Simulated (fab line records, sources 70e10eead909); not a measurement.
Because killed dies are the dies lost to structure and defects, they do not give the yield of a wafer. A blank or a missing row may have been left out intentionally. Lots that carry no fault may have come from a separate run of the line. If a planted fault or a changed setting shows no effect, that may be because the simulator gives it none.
Code-filled problem report in 8D (eight disciplines) form    flow nand harc    the parts of the form that need people (team, actions taken, sign-off) are left out

## 1. WHAT WENT WRONG
Wafers without a fault read 65, standard deviation 16; raw defect count at NHARC_A_CHANNEL_HOLE_D1_INSPECT_40 reads a mean of 785 on 2 wafers belonging to 2 lots. That puts it +45 standard deviations away from the usual mean.
The first sign was on wafer L419.1 at day 10 22:10, on defect inspect-01. The record has a number at this step for 36 wafers belonging to 12 lots. The rule behind "out" and "out of limits": a value lying over 4 standard deviations away from the usual mean. All remaining wafers that have a number are taken as sound.

## 2. WHAT IT IS, WHAT IT ISN'T
question                     is                 is not
which readings at this step  raw defect count   -
which lots                   L419, L423         L410, L411, L412, L417, L425, L426, L427, L430, L431, L432
which wafers of those lots   L419.1, L423.1     L419.3, L419.5, L423.3, L423.5
read on which gauges         defect inspect-01  defect inspect-02
when                         from day 10 22:10  up to then (11 sound wafers); but 23 sound wafers of L417, L423, L425, L426, L427, L430, L431, L432 came after

## 3. SUSPECTS, AND WHAT RULES EACH OUT
Counting: if a tool at a process step up to the reading ran every lot that is out, it stays a suspect. Sound lots after the first of them don't rule it out here, since some wafers of a struck lot are sound.
- the gauge at NHARC_A_CHANNEL_HOLE_D1_INSPECT_40 is ruled out. All the wafers that are out were read on defect inspect-01, but those of them that NHARC_END_SORT_01 has rows for are out there too, on other tools.
- rie diel-09 at NHARC_A_CHANNEL_HOLE_D1_ETCH_16 (etches the open film in O2/COS, target depth 3100 nm, time 806 s): kept. Every lot that is out went through it, the first being L419 (day 10 20:54); the last sound lot it ran before that was L411 (day 8 21:22). Because NHARC_A_CHANNEL_HOLE_D1_ETCH_16 lacks a start for some lots, the hours and order of its lots are taken from NHARC_A_CHANNEL_HOLE_D1_STRIP_41.
- rie diel-05 at NHARC_A_CHANNEL_HOLE_D1_STRIP_41 (strips in N2/H2): kept. Every lot that is out went through it, the first being L419 (day 10 20:54); the last sound lot it ran before that was L412 (day 8 20:47).
- Within rie diel-09 at NHARC_A_CHANNEL_HOLE_D1_ETCH_16: the wafers that are out ran in chambers 2, 3; their sound lot-mates ran in chambers 0, 1.
What counting leaves: rie diel-09 at NHARC_A_CHANNEL_HOLE_D1_ETCH_16 and rie diel-05 at NHARC_A_CHANNEL_HOLE_D1_STRIP_41.

## 4. THE CAUSE (what the simulator had put in)
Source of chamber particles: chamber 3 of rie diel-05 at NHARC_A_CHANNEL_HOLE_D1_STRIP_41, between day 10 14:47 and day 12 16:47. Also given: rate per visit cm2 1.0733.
Counting left 2 suspects, and this tool is among them.

## 5. THE EFFECT CHAIN, in route order
Each row: a reading whose mean over the struck wafers that have a number lies more than 3 standard deviations from the usual. Only readings for which the record gives a usual standard deviation are gone through. hours: the time from each lot's start at the first step in this table that gives one to its start at this step, as a median over the lots. sigmas: the change in usual standard deviations.
hours  step                                reading           usual  on struck wafers  change  sigmas
0      NHARC_A_CHANNEL_HOLE_D1_INSPECT_40  raw defect count  65     785               +720    +45
328    NHARC_END_SORT_01                   killed at array   27     87                +60     +5.0
328    NHARC_END_SORT_01                   killed dies       31     90                +60     +5.0

## 6. WHAT WOULD HAVE CAUGHT IT SOONER
Counted from the fault's start at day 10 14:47, it took 7 hours until the first out-of-limits reading at a measuring or inspecting step in this record, taken at day 10 22:10.
L423, from the lots that are out (2), started NHARC_A_CHANNEL_HOLE_D1_STRIP_41 on rie diel-05 later than day 10 22:10. Putting the tool on hold at that point would have spared it.
